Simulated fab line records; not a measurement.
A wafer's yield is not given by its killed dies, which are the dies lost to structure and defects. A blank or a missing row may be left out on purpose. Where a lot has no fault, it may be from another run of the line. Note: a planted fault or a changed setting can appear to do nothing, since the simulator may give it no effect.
fab line records	flow nand_harc
record: lots: 24	wafers: 72	last_day: 33
route steps=1302 shown A_CONTACT@1088 A_BLC@1128 A_M0@1151 A_M1@1185 A_BONDPAD@1223
lots that met no fault: taken from a fault-free run of the same line
start_h: start of the lot's first displayed wafer, in hours after the record's first day	wait_h: time in hours since the lot's previous step	" unchanged from the row above	L1.1+2: several wafers, shown together as one row	- no value present, or no start provided	* or withheld: withheld	< > ~ a bound
route shown NAME@n: a module of which the file shows steps, and the number in the route of the first	usual: mean/standard deviation of fault-free wafers	same: alike in all rows	chamber/n: place in a boat	sites: per-site readings	_std_site: the standard deviation of these	_edge_site: mean of outer sites minus mean of inner sites	radius_mm: for every site, how far away it sits from the centre of the wafer	mask NAME#n: copy n	behind: tool/chamber where the wafer was last shaped	hold: reason for holding the lot/hours on hold/outcome of the hold	device: whichever transistor did not switch (one of n, p or np)	end of line: tests of these same wafers at the route's end	a step with no rows: only its recipe	killed: dies that structure and defects cost at the first sort, which is not the same as the wafer's yield	map: a wafer's dies, x killed, . not, _ none there
set.NAME: the setting that was run; set.NAME@STEP: the one run at that earlier step	model.NAME: the simulator's own value behind a step, which no gauge read
one table for each step of the route and one row for each wafer, over a sample of lots
services: from which hour (start_h, from the record's first day; less than 0 if before it) a tool's chamber was out of use, for how many hours, and why
== steps ==
step: NHARC_A_CONTACT_ETCH_136
recipe: source_w: withheld	pressure_mtorr: 20	bias_v: 1200	time_s: 311	target_depth_a: 19120	ar_flow_sccm: withheld	c4f8_flow_sccm: withheld	o2_flow_sccm: withheld	chemistry: C4F8/O2/Ar
lot.wafer	tool	chamber	start_h	wait_h	rf_hours_counter_h
L075.2	har_cap_etch-02	0	510.83	0.3	81
L075.1	"	1	"	"	81
L075.3	"	1	"	"	-
L074.1	har_cap_etch-01	1	529.82	0.2	2
L074.4	"	1	"	"	-
L074.3	"	0	"	"	-
L076.2	har_cap_etch-02	0	536.36	0.2	87
L076.6	"	0	"	"	-
L076.5	"	1	"	"	-
L077.2	har_cap_etch-01	1	541.65	0.2	5
L077.3	"	1	"	"	-
L077.5	"	0	"	"	-
L078.3	har_cap_etch-01	1	549.49	0.2	-
L078.4	"	0	"	"	-
L078.6	"	0	"	"	-
L079.2	har_cap_etch-03	0	552.47	0.3	53
L079.3	"	1	"	"	-
L079.5	"	0	"	"	-
L082.1	har_cap_etch-02	0	585.18	0.2	95
L082.2	"	1	"	"	95
L082.6	"	1	"	"	-
L081.2	har_cap_etch-03	0	586.10	0.2	59
L081.1	"	1	"	"	59
L081.5	"	1	"	"	-
L080.1	har_cap_etch-02	1	593.18	0.2	96
L080.3	"	0	"	"	-
L080.6	"	1	"	"	-
L083.1	har_cap_etch-03	1	595.47	0.2	60
L083.3	"	1	"	"	-
L083.5	"	1	"	"	-
L084.4	har_cap_etch-01	1	638.32	0.2	-
L084.6	"	0	"	"	-
L084.5	"	1	"	"	-
L086.1	har_cap_etch-03	0	640.52	0.3	68
L086.3	"	0	"	"	-
L086.6	"	1	"	"	-
L085.1	har_cap_etch-01	0	640.73	0.2	23
L085.4	"	1	"	"	-
L085.6	"	1	"	"	-
L087.2	har_cap_etch-01	0	643.15	0.2	25
L087.4	"	1	"	"	-
L087.5	"	0	"	"	-
L089.1	har_cap_etch-02	0	654.98	0.2	107
L089.3	"	1	"	"	-
L089.5	"	1	"	"	-
L088.3	har_cap_etch-01	1	658.14	0.2	-
L088.4	"	0	"	"	-
L088.5	"	1	"	"	-
L092.1	har_cap_etch-02	1	672.54	0.2	111
L092.4	"	0	"	"	-
L092.5	"	1	"	"	-
L090.1	har_cap_etch-01	1	676.13	0.2	31
L090.4	"	1	"	"	-
L090.5	"	0	"	"	-
L091.2	har_cap_etch-02	1	681.66	0.2	112
L091.4	"	0	"	"	-
L091.5	"	1	"	"	-
L093.1	har_cap_etch-02	1	719.69	0.2	118
L093.4	"	0	"	"	-
L093.5	"	1	"	"	-
L095.2	har_cap_etch-01	0	723.11	0.2	38
L095.3	"	0	"	"	-
L095.6	"	1	"	"	-
L097.3	har_cap_etch-02	1	724.94	0.2	-
L097.4	"	0	"	"	-
L097.6	"	0	"	"	-
L094.1	har_cap_etch-03	0	726.71	0.2	85
L094.2	"	1	"	"	85
L094.4	"	0	"	"	-
L096.1	har_cap_etch-01	1	742.67	0.2	42
L096.5	"	1	"	"	-
L096.6	"	0	"	"	-
step: NHARC_A_BLC_DEGAS_30
recipe: temp_c: 300	time_s: 60
usual: heater_power_w: 470/47
lot.wafer	tool	chamber	start_h	wait_h	heater_power_w
L075.2	pvd_sputter-03	-	518.43	-	498
L075.1	"	-	"	"	446
L075.3	"	-	"	"	397
L074.3	pvd_sputter-03	-	536.21	-	415
L074.4	"	-	"	"	515
L074.1	"	-	"	"	440
L076.2	pvd_sputter-02	-	543.20	-	560
L076.5	"	-	"	"	481
L076.6	"	-	"	"	511
L077.3	pvd_sputter-01	-	547.79	-	447
L077.2	"	-	"	"	510
L077.5	"	-	"	"	451
L078.4	pvd_sputter-02	-	555.82	-	485
L078.3	"	-	"	"	509
L078.6	"	-	"	"	487
L079.2	pvd_sputter-01	-	559.20	-	523
L079.3	"	-	"	"	383
L079.5	"	-	"	"	525
L082.1	pvd_sputter-03	-	591.82	-	399
L082.2	"	-	"	"	436
L082.6	"	-	"	"	401
L081.2	pvd_sputter-01	-	592.44	-	444
L081.1	"	-	"	"	390
L081.5	"	-	"	"	525
L080.3	pvd_sputter-02	-	599.53	-	510
L080.1	"	-	"	"	557
L080.6	"	-	"	"	484
L083.1	pvd_sputter-02	-	602.05	-	484
L083.3	"	-	"	"	505
L083.5	"	-	"	"	570
L084.4	pvd_sputter-03	-	644.37	-	500
L084.5	"	-	"	"	415
L084.6	"	-	"	"	403
L086.3	pvd_sputter-03	-	647.07	-	498
L086.1	"	-	"	"	419
L086.6	"	-	"	"	490
L085.1	pvd_sputter-02	-	649.81	-	471
L085.4	"	-	"	"	546
L085.6	"	-	"	"	482
L087.2	pvd_sputter-02	-	650.81	-	490
L087.4	"	-	"	"	493
L087.5	"	-	"	"	456
L089.1	pvd_sputter-01	-	661.84	-	402
L089.3	"	-	"	"	509
L089.5	"	-	"	"	454
L088.3	pvd_sputter-01	-	664.33	-	517
L088.4	"	-	"	"	446
L088.5	"	-	"	"	514
L092.1	pvd_sputter-02	-	678.79	-	486
L092.4	"	-	"	"	539
L092.5	"	-	"	"	469
L090.1	pvd_sputter-03	-	682.37	-	412
L090.4	"	-	"	"	507
L090.5	"	-	"	"	400
L091.4	pvd_sputter-02	-	687.93	-	492
L091.2	"	-	"	"	467
L091.5	"	-	"	"	463
L093.4	pvd_sputter-03	-	726.45	-	425
L093.1	"	-	"	"	516
L093.5	"	-	"	"	408
L095.3	pvd_sputter-03	-	729.43	-	416
L095.2	"	-	"	"	514
L095.6	"	-	"	"	416
L097.4	pvd_sputter-03	-	731.13	-	517
L097.3	"	-	"	"	431
L097.6	"	-	"	"	517
L094.2	pvd_sputter-02	-	732.97	-	556
L094.1	"	-	"	"	482
L094.4	"	-	"	"	482
L096.1	pvd_sputter-03	-	748.87	-	524
L096.5	"	-	"	"	412
L096.6	"	-	"	"	538
step: NHARC_A_M0_ETCH_34
recipe: target_depth_a: 400	overetch_a: 120	time_s: 43.94	ion_energy_ev: 200	n2_flow_sccm: 150	h2_flow_sccm: 150	ar_flow_sccm: 0	rf_w: 400	bias_w: 150	chemistry: N2/H2
usual: bias_w: 149.9/0.43	drypump_motor_current_A: 5.7/0.31	oes_product_au: 1.002/0.011	rf_vpp_V: 431.5/2.8	showerhead_plenum_p_Torr: 2.08/0.096	throttle_valve_pct: 14.172/0.008
lot.wafer	tool	chamber	start_h	wait_h	bias_w	drypump_motor_current_A	oes_product_au	rf_hours_counter_h	rf_vpp_V	showerhead_plenum_p_Torr	throttle_valve_pct
L075.1	rie_diel-12	3	520.86	0.1	149.4	5.7	1.003	3.9	434.0	2.16	14.177
L075.2	"	0	"	"	150.0	5.9	1.028	4.8	426.4	1.95	14.173
L075.3	"	1	"	"	150.4	5.3	1.007	4.2	433.4	2.18	14.162
L074.1	rie_diel-10	1	538.63	0.1	149.6	5.4	0.994	7.0	430.3	2.03	14.171
L074.4	"	2	"	"	150.2	5.6	1.003	8.2	430.7	2.04	14.170
L074.3	"	3	"	"	150.9	5.6	1.004	7.6	433.7	2.20	14.187
L076.2	rie_diel-10	1	545.61	0.1	150.3	5.4	1.000	7.2	428.5	2.03	14.159
L076.5	"	0	"	"	149.6	5.8	0.975	-	432.3	2.13	14.171
L076.6	"	1	"	"	149.3	5.4	0.997	-	430.8	2.03	14.181
L077.3	rie_diel-09	1	550.36	0.1	150.5	5.3	1.002	2.5	432.5	2.10	14.183
L077.2	"	3	"	"	149.0	5.9	1.010	3.2	434.4	2.16	14.173
L077.5	"	0	"	"	150.1	6.3	1.015	-	432.8	2.09	14.175
L078.3	rie_diel-12	1	558.90	0.1	150.2	5.3	0.988	6.1	435.1	2.18	14.171
L078.4	"	2	"	"	150.4	5.4	1.015	4.1	426.7	1.90	14.173
L078.6	"	0	"	"	149.6	5.9	1.016	-	428.6	1.95	14.167
L079.2	rie_diel-12	3	561.63	0.1	150.5	5.7	0.988	5.8	432.9	2.16	14.167
L079.3	"	2	"	"	150.5	5.3	1.013	4.1	428.2	1.90	14.166
L079.5	"	0	"	"	150.3	5.8	1.010	-	427.2	1.95	14.173
L082.1	rie_diel-12	1	594.46	0.1	150.0	5.4	0.998	9.0	433.9	2.18	14.182
L082.2	"	2	"	"	150.4	5.3	1.012	6.6	427.1	1.90	14.179
L082.6	"	0	"	"	149.8	5.9	1.018	-	427.0	1.95	14.163
L081.1	rie_diel-10	0	595.00	0.1	150.1	5.8	0.988	11.7	432.9	2.13	14.161
L081.2	"	2	"	"	150.0	5.6	0.997	11.7	429.3	2.04	14.179
L081.5	"	0	"	"	149.2	5.8	0.983	-	432.1	2.13	14.163
L080.3	rie_diel-12	1	601.96	0.1	150.0	5.3	0.994	9.5	435.0	2.18	14.169
L080.1	"	3	"	"	150.3	5.7	1.007	8.1	434.0	2.16	14.162
L080.6	"	1	"	"	150.1	5.3	1.007	-	434.3	2.18	14.159
L083.3	rie_diel-09	3	604.53	0.1	149.9	5.9	1.009	5.9	433.4	2.16	14.159
L083.1	"	1	"	"	149.9	5.3	0.994	4.6	433.2	2.10	14.161
L083.5	"	0	"	"	149.5	6.4	1.009	-	431.8	2.09	14.171
L084.4	rie_diel-10	0	646.84	0.1	149.5	5.8	1.005	2.4	432.4	2.13	14.185
L084.5	"	0	"	"	150.0	5.8	1.008	-	435.0	2.12	14.168
L084.6	"	1	"	"	150.0	5.4	0.999	-	429.9	2.03	14.168
L086.1	rie_diel-12	0	649.64	0.1	150.0	5.9	1.002	1.1	427.2	1.95	14.176
L086.3	"	2	"	"	150.4	5.3	1.011	0.8	427.0	1.90	14.175
L086.6	"	2	"	"	150.4	5.3	1.010	-	427.0	1.90	14.170
L085.1	rie_diel-09	0	652.39	0.1	150.9	6.4	1.019	6.7	430.8	2.09	14.157
L085.4	"	2	"	"	149.5	6.2	1.008	6.5	434.9	2.14	14.173
L085.6	"	1	"	"	149.8	5.2	0.994	-	433.2	2.10	14.183
L087.2	rie_diel-09	2	653.48	0.1	149.9	6.2	1.001	6.6	434.1	2.14	14.172
L087.4	"	1	"	"	150.1	5.3	0.997	6.6	432.0	2.10	14.178
L087.5	"	3	"	"	149.7	5.9	1.014	-	433.8	2.16	14.183
L089.3	rie_diel-10	2	664.39	0.1	149.7	5.6	0.984	3.7	431.0	2.03	14.175
L089.1	"	3	"	"	150.0	5.6	0.999	5.1	435.3	2.19	14.167
L089.5	"	0	"	"	149.4	5.8	0.995	-	432.2	2.12	14.162
L088.3	rie_diel-12	0	666.89	0.1	149.4	5.9	0.996	1.9	426.5	1.95	14.168
L088.4	"	1	"	"	150.4	5.4	1.020	1.4	434.1	2.18	14.175
L088.5	"	0	"	"	150.5	5.9	0.998	-	429.0	1.95	14.178
L092.1	rie_diel-12	3	681.38	0.1	150.4	5.7	0.990	2.3	432.2	2.16	14.169
L092.4	"	0	"	"	149.9	5.9	0.998	2.4	428.4	1.95	14.175
L092.5	"	2	"	"	149.7	5.4	1.000	-	427.5	1.90	14.164
L090.1	rie_diel-12	0	684.92	0.1	150.5	5.8	1.008	2.5	428.0	1.95	14.177
L090.4	"	1	"	"	150.3	5.4	1.021	2.2	434.3	2.18	14.166
L090.5	"	0	"	"	150.1	5.9	1.004	-	426.3	1.95	14.166
L091.2	rie_diel-10	0	690.49	0.1	150.8	5.8	0.995	6.8	432.7	2.12	14.165
L091.4	"	1	"	"	150.4	5.3	1.003	5.4	429.5	2.03	14.177
L091.5	"	1	"	"	150.4	5.4	1.010	-	430.9	2.03	14.183
L093.4	rie_diel-10	1	729.00	0.1	149.7	5.4	1.014	9.2	430.4	2.03	14.179
L093.1	"	3	"	"	150.1	5.6	1.008	9.3	435.4	2.19	14.192
L093.5	"	0	"	"	150.2	5.8	1.006	-	431.4	2.12	14.172
L095.2	rie_diel-12	0	732.15	0.1	149.5	5.9	1.001	4.2	427.2	1.95	14.170
L095.3	"	3	"	"	149.4	5.7	1.000	4.4	434.7	2.16	14.168
L095.6	"	0	"	"	149.6	5.9	0.996	-	427.9	1.95	14.179
L097.4	rie_diel-09	0	733.71	0.1	149.5	6.4	0.995	2.6	430.9	2.09	14.180
L097.3	"	1	"	"	150.3	5.2	0.991	2.4	431.9	2.10	14.166
L097.6	"	2	"	"	150.1	6.2	1.002	-	434.5	2.14	14.164
L094.2	rie_diel-09	2	735.47	0.1	149.7	6.2	1.005	1.4	432.5	2.14	14.168
L094.4	"	3	"	"	150.0	5.9	1.019	2.6	434.8	2.16	14.185
L094.1	"	0	"	"	149.7	6.4	1.005	2.7	432.4	2.09	14.169
L096.1	rie_diel-12	2	751.72	0.1	150.0	5.3	1.013	4.9	426.2	1.90	14.188
L096.5	"	3	"	"	150.3	5.7	0.989	-	431.3	2.16	14.171
L096.6	"	0	"	"	149.2	5.9	0.985	-	427.6	1.94	14.176
step: NHARC_A_M1_CD_MEAS_16
usual: cd_nm: 119.8/0.92
lot.wafer	tool	chamber	start_h	wait_h	cd_nm
L075.1	cd_sem-03	-	525.05	-	118.7
L075.2	"	-	"	"	120.0
L075.3	"	-	"	"	118.3
L074.1	cd_sem-01	-	542.80	-	120.4
L074.3	"	-	"	"	118.1
L074.4	"	-	"	"	119.2
L076.2	cd_sem-01	-	549.85	-	119.5
L076.5	"	-	"	"	119.0
L076.6	"	-	"	"	120.5
L077.2	cd_sem-03	-	554.73	-	118.6
L077.3	"	-	"	"	119.5
L077.5	"	-	"	"	118.1
L078.3	cd_sem-03	-	563.14	-	119.6
L078.4	"	-	"	"	120.8
L078.6	"	-	"	"	120.2
L079.2	cd_sem-03	-	565.83	-	118.7
L079.3	"	-	"	"	118.6
L079.5	"	-	"	"	118.5
L082.1	cd_sem-02	-	598.73	-	118.8
L082.2	"	-	"	"	118.4
L082.6	"	-	"	"	119.8
L081.1	cd_sem-02	-	599.24	-	120.5
L081.2	"	-	"	"	120.3
L081.5	"	-	"	"	122.3
L080.1	cd_sem-01	-	606.09	-	118.6
L080.3	"	-	"	"	119.2
L080.6	"	-	"	"	120.2
L083.1	cd_sem-01	-	608.86	-	120.0
L083.3	"	-	"	"	118.9
L083.5	"	-	"	"	119.2
L084.4	cd_sem-03	-	651.00	-	120.3
L084.5	"	-	"	"	120.0
L084.6	"	-	"	"	121.0
L086.1	cd_sem-03	-	654.09	-	121.5
L086.3	"	-	"	"	120.6
L086.6	"	-	"	"	120.6
L085.1	cd_sem-03	-	656.73	-	120.8
L085.4	"	-	"	"	121.5
L085.6	"	-	"	"	121.3
L087.2	cd_sem-03	-	657.98	-	118.1
L087.4	"	-	"	"	118.9
L087.5	"	-	"	"	120.6
L089.1	cd_sem-01	-	668.78	-	119.4
L089.3	"	-	"	"	120.1
L089.5	"	-	"	"	119.5
L088.3	cd_sem-02	-	671.03	-	119.2
L088.4	"	-	"	"	120.5
L088.5	"	-	"	"	119.8
L092.1	cd_sem-02	-	685.68	-	120.5
L092.4	"	-	"	"	119.8
L092.5	"	-	"	"	119.9
L090.1	cd_sem-02	-	689.18	-	119.9
L090.4	"	-	"	"	120.4
L090.5	"	-	"	"	120.3
L091.2	cd_sem-02	-	695.47	-	120.7
L091.4	"	-	"	"	120.1
L091.5	"	-	"	"	119.7
L093.1	cd_sem-02	-	733.25	-	119.4
L093.4	"	-	"	"	119.7
L093.5	"	-	"	"	117.9
L095.2	cd_sem-03	-	736.30	-	118.2
L095.3	"	-	"	"	120.7
L095.6	"	-	"	"	120.9
L097.3	cd_sem-03	-	737.98	-	119.4
L097.4	"	-	"	"	121.0
L097.6	"	-	"	"	121.1
L094.1	cd_sem-03	-	739.97	-	120.1
L094.2	"	-	"	"	119.2
L094.4	"	-	"	"	121.0
L096.1	cd_sem-01	-	756.01	-	119.7
L096.5	"	-	"	"	119.3
L096.6	"	-	"	"	121.2
step: NHARC_A_M1_ANNEAL_31
recipe: temp_c: 225	time_s: 90
usual: wafer_temp_C_max: 226.3/0.3
lot.wafer	tool	chamber	start_h	wait_h	wafer_temp_C_max
L075.1	rtp_anneal-02	0	526.53	-	226.4
L075.2	"	0	"	"	226.4
L075.3	"	0	"	"	226.1
L074.1	rtp_anneal-02	0	544.26	-	226.6
L074.3	"	0	"	"	226.5
L074.4	"	0	"	"	226.2
L076.2	rtp_anneal-02	0	551.35	-	226.0
L076.5	"	0	"	"	226.5
L076.6	"	0	"	"	226.3
L077.2	rtp_anneal-02	0	556.28	-	226.1
L077.3	"	0	"	"	226.5
L077.5	"	0	"	"	226.3
L078.3	rtp_anneal-01	0	564.69	-	226.1
L078.4	"	0	"	"	226.7
L078.6	"	0	"	"	226.4
L079.2	rtp_anneal-02	0	567.58	0.6	226.6
L079.3	"	0	"	"	225.6
L079.5	"	0	"	"	226.2
L082.1	rtp_anneal-02	0	600.17	-	226.1
L082.2	"	0	"	"	225.9
L082.6	"	0	"	"	226.2
L081.1	rtp_anneal-01	0	600.70	0.3	226.5
L081.2	"	0	"	"	226.5
L081.5	"	0	"	"	226.2
L080.1	rtp_anneal-01	0	607.61	-	226.0
L080.3	"	0	"	"	226.0
L080.6	"	0	"	"	226.8
L083.1	rtp_anneal-02	0	610.35	0.3	225.7
L083.3	"	0	"	"	225.8
L083.5	"	0	"	"	226.0
L084.4	rtp_anneal-02	0	652.60	0.4	226.2
L084.5	"	0	"	"	226.2
L084.6	"	0	"	"	226.8
L086.1	rtp_anneal-02	0	655.53	-	226.0
L086.3	"	0	"	"	225.9
L086.6	"	0	"	"	226.3
L085.1	rtp_anneal-02	0	658.19	-	226.4
L085.4	"	0	"	"	226.3
L085.6	"	0	"	"	226.5
L087.2	rtp_anneal-01	0	659.54	-	226.5
L087.4	"	0	"	"	226.8
L087.5	"	0	"	"	226.6
L089.1	rtp_anneal-01	0	670.23	-	226.4
L089.3	"	0	"	"	226.7
L089.5	"	0	"	"	226.8
L088.3	rtp_anneal-02	0	672.58	0.3	226.1
L088.4	"	0	"	"	226.4
L088.5	"	0	"	"	226.8
L092.1	rtp_anneal-02	0	687.20	0.3	226.4
L092.4	"	0	"	"	226.5
L092.5	"	0	"	"	226.2
L090.1	rtp_anneal-01	0	690.69	0.3	226.4
L090.4	"	0	"	"	225.9
L090.5	"	0	"	"	226.4
L091.2	rtp_anneal-02	0	697.04	0.4	226.0
L091.4	"	0	"	"	226.1
L091.5	"	0	"	"	226.1
L093.1	rtp_anneal-01	0	734.90	-	226.1
L093.4	"	0	"	"	226.9
L093.5	"	0	"	"	226.1
L095.2	rtp_anneal-01	0	737.87	0.4	226.0
L095.3	"	0	"	"	226.8
L095.6	"	0	"	"	226.1
L097.3	rtp_anneal-01	0	739.59	0.3	226.4
L097.4	"	0	"	"	226.1
L097.6	"	0	"	"	226.4
L094.1	rtp_anneal-02	0	741.42	0.3	226.0
L094.2	"	0	"	"	226.2
L094.4	"	0	"	"	226.3
L096.1	rtp_anneal-01	0	757.59	0.4	226.7
L096.5	"	0	"	"	225.8
L096.6	"	0	"	"	226.3
step: NHARC_A_BONDPAD_ETCH_24
recipe: target_depth_a: 300	over_etch_frac: 0.3	time_s: 72.99	ion_energy_ev: 150	cf4_flow_sccm: 50	n2_flow_sccm: 100	ar_flow_sccm: 150	rf_w: 300	bias_w: 100	chemistry: CF4/N2
usual: bias_w: 99.96/0.29	drypump_motor_current_A: 5.8/0.46	oes_product_au: 1.002/0.011	rf_vpp_V: 314.8/2.1	showerhead_plenum_p_Torr: 2.66/0.11	throttle_valve_pct: 19.795/0.0074
lot.wafer	tool	chamber	start_h	wait_h	bias_w	drypump_motor_current_A	oes_product_au	rf_hours_counter_h	rf_vpp_V	showerhead_plenum_p_Torr	throttle_valve_pct
L075.3	rie_diel-08	2	-	-	99.66	6.1	0.979	5	318.1	2.82	19.808
L075.2	"	3	"	"	99.85	5.9	0.990	5	316.6	2.78	19.784
L075.1	"	0	"	"	99.58	5.3	1.001	5	313.1	2.58	19.788
L074.1	rie_diel-06	1	-	-	100.15	5.1	0.986	8	312.7	2.57	19.786
L074.3	"	2	"	"	100.56	6.3	1.021	9	315.7	2.69	19.800
L074.4	"	3	"	"	99.86	5.3	1.014	8	313.9	2.63	19.806
L076.2	rie_diel-06	1	-	-	100.03	5.1	0.984	9	313.7	2.57	19.792
L076.5	"	3	"	"	99.93	5.3	1.008	-	314.1	2.63	19.803
L076.6	"	0	"	"	100.34	6.4	1.008	-	316.9	2.74	19.792
L077.3	rie_diel-06	0	-	-	99.59	6.4	1.013	8	316.8	2.74	19.784
L077.2	"	2	"	"	100.22	6.3	1.010	9	315.6	2.69	19.794
L077.5	"	3	"	"	99.79	5.3	1.003	-	314.1	2.63	19.804
L078.4	rie_diel-08	1	-	-	100.43	5.5	1.005	1	311.9	2.48	19.802
L078.3	"	2	"	"	100.46	6.1	0.994	1	319.2	2.82	19.788
L078.6	"	0	"	"	99.78	5.3	1.002	-	312.3	2.58	19.795
L079.3	rie_diel-06	1	-	-	100.32	5.0	0.992	11	313.4	2.57	19.790
L079.2	"	2	"	"	99.67	6.3	1.019	11	315.3	2.69	19.793
L079.5	"	0	"	"	99.79	6.4	1.011	-	316.9	2.74	19.795
L082.1	rie_diel-06	0	-	-	100.34	6.4	1.016	16	316.6	2.74	19.782
L082.2	"	1	"	"	100.03	5.0	0.992	16	312.8	2.56	19.800
L082.6	"	1	"	"	100.00	5.1	0.995	-	313.3	2.56	19.804
L081.2	rie_diel-06	3	-	-	99.67	5.3	1.020	16	314.3	2.63	19.807
L081.1	"	1	"	"	99.96	5.0	1.004	16	314.4	2.56	19.793
L081.5	"	0	"	"	99.85	6.4	1.007	-	315.9	2.74	19.810
L080.1	rie_diel-08	0	-	-	99.66	5.3	1.003	2	313.8	2.58	19.782
L080.3	"	1	"	"	100.57	5.5	1.004	2	312.4	2.48	19.804
L080.6	"	2	"	"	99.73	6.1	0.985	-	319.3	2.82	19.797
L083.3	rie_diel-06	1	-	-	100.31	5.1	0.995	18	312.5	2.56	19.798
L083.1	"	3	"	"	99.86	5.3	1.012	17	313.2	2.63	19.804
L083.5	"	2	"	"	100.07	6.3	1.019	-	316.2	2.69	19.793
L084.4	rie_diel-06	1	-	-	99.92	5.0	1.002	28	312.0	2.56	19.788
L084.5	"	3	"	"	100.03	5.3	1.025	-	315.4	2.62	19.799
L084.6	"	0	"	"	100.23	6.4	0.995	-	315.4	2.73	19.792
L086.1	rie_diel-07	1	-	-	99.80	5.8	1.005	1	316.5	2.78	19.799
L086.3	"	2	"	"	99.65	5.7	1.004	1	317.5	2.84	19.801
L086.6	"	1	"	"	99.63	5.8	1.004	-	317.8	2.78	19.792
L085.1	rie_diel-08	0	-	-	100.33	5.3	1.010	3	314.0	2.58	19.787
L085.4	"	3	"	"	100.39	5.9	1.010	3	316.9	2.78	19.796
L085.6	"	0	"	"	100.23	5.3	1.023	-	313.0	2.58	19.797
L087.2	rie_diel-08	1	-	-	99.92	5.5	1.008	3	310.9	2.48	19.800
L087.4	"	3	"	"	99.56	5.9	1.002	3	317.9	2.78	19.784
L087.5	"	1	"	"	100.02	5.5	1.018	-	311.9	2.48	19.796
L089.1	rie_diel-06	3	-	-	100.42	5.3	0.998	0	315.5	2.62	19.795
L089.3	"	1	"	"	100.13	5.1	0.993	0	313.0	2.56	19.794
L089.5	"	0	"	"	100.01	6.4	0.994	-	315.3	2.73	19.796
L088.3	rie_diel-08	2	-	-	100.01	6.1	0.990	3	317.8	2.82	19.791
L088.4	"	3	"	"	99.93	5.9	1.011	3	317.4	2.78	19.804
L088.5	"	2	"	"	99.81	6.1	1.000	-	318.4	2.82	19.800
L092.4	rie_diel-08	0	-	-	100.07	5.3	1.015	4	312.0	2.58	19.792
L092.1	"	1	"	"	99.49	5.5	1.019	3	311.5	2.48	19.811
L092.5	"	1	"	"	99.92	5.5	1.015	-	312.4	2.48	19.781
L090.1	rie_diel-06	0	-	-	100.13	6.4	0.986	2	315.1	2.73	19.788
L090.4	"	1	"	"	99.88	5.0	0.989	3	314.4	2.56	19.803
L090.5	"	0	"	"	99.56	6.4	0.994	-	314.4	2.73	19.798
L091.4	rie_diel-08	1	-	-	100.38	5.6	1.000	4	311.1	2.48	19.795
L091.2	"	2	"	"	100.16	6.1	0.988	4	317.4	2.82	19.811
L091.5	"	0	"	"	99.56	5.3	0.998	-	312.5	2.58	19.786
L093.1	rie_diel-06	1	-	-	99.80	5.0	0.977	9	313.0	2.55	19.784
L093.4	"	0	"	"	99.58	6.4	0.991	10	314.4	2.73	19.800
L093.5	"	2	"	"	99.59	6.3	0.994	-	314.6	2.68	19.796
L095.2	rie_diel-08	1	-	-	100.11	5.5	1.017	0	311.4	2.48	19.798
L095.3	"	0	"	"	100.07	5.3	1.005	0	312.5	2.58	19.792
L095.6	"	2	"	"	99.53	6.1	1.012	-	316.5	2.82	19.788
L097.3	rie_diel-06	1	-	-	99.66	5.1	0.975	10	315.1	2.55	19.797
L097.4	"	2	"	"	100.03	6.3	1.001	11	314.6	2.68	19.789
L097.6	"	1	"	"	99.81	5.1	0.981	-	313.6	2.55	19.806
L094.4	rie_diel-07	0	-	-	100.28	5.9	1.002	31	314.6	2.68	19.798
L094.1	"	1	"	"	100.10	5.8	1.007	24	318.1	2.77	19.778
L094.2	"	3	"	"	100.22	6.1	0.996	34	314.8	2.66	19.802
L096.1	rie_diel-08	0	-	-	100.62	5.3	0.980	1	312.5	2.58	19.792
L096.6	"	1	"	"	99.96	5.5	1.009	-	312.7	2.48	19.789
L096.5	"	2	"	"	99.74	6.1	1.012	-	317.4	2.82	19.801
== services ==
tool	chamber	start_h	hours	kind
rie_diel-12	2	487.97	14.6	repair
rie_diel-12	1	491.40	6.6	repair
har_cap_etch-01	-	500.04	17.0	pm
rie_diel-08	1	516.65	3.9	repair
pvd_sputter-03	-	538.22	10.0	pm
rie_diel-08	-	544.80	9.0	pm
rie_diel-12	2	546.05	4.6	repair
rie_diel-12	-	566.82	0.9	repair
rie_diel-08	1	582.08	7.9	repair
rie_diel-08	-	590.59	0.5	repair
rie_diel-12	3	614.54	14.1	repair
rie_diel-12	-	622.41	9.0	pm
rie_diel-06	2	630.23	8.0	repair
pvd_sputter-02	-	638.08	10.0	pm
rie_diel-12	1	648.93	7.2	repair
rie_diel-06	-	661.35	9.0	pm
pvd_sputter-03	-	663.61	0.7	repair
pvd_sputter-03	-	678.42	0.5	repair
pvd_sputter-03	-	716.22	10.0	pm
rie_diel-08	-	721.80	9.0	pm
rtp_anneal-02	-	744.06	12.0	pm
rie_diel-06	-	748.78	0.8	repair
pvd_sputter-02	-	752.12	5.2	repair
rie_diel-12	1	753.54	2.9	repair
== key ==
fault none
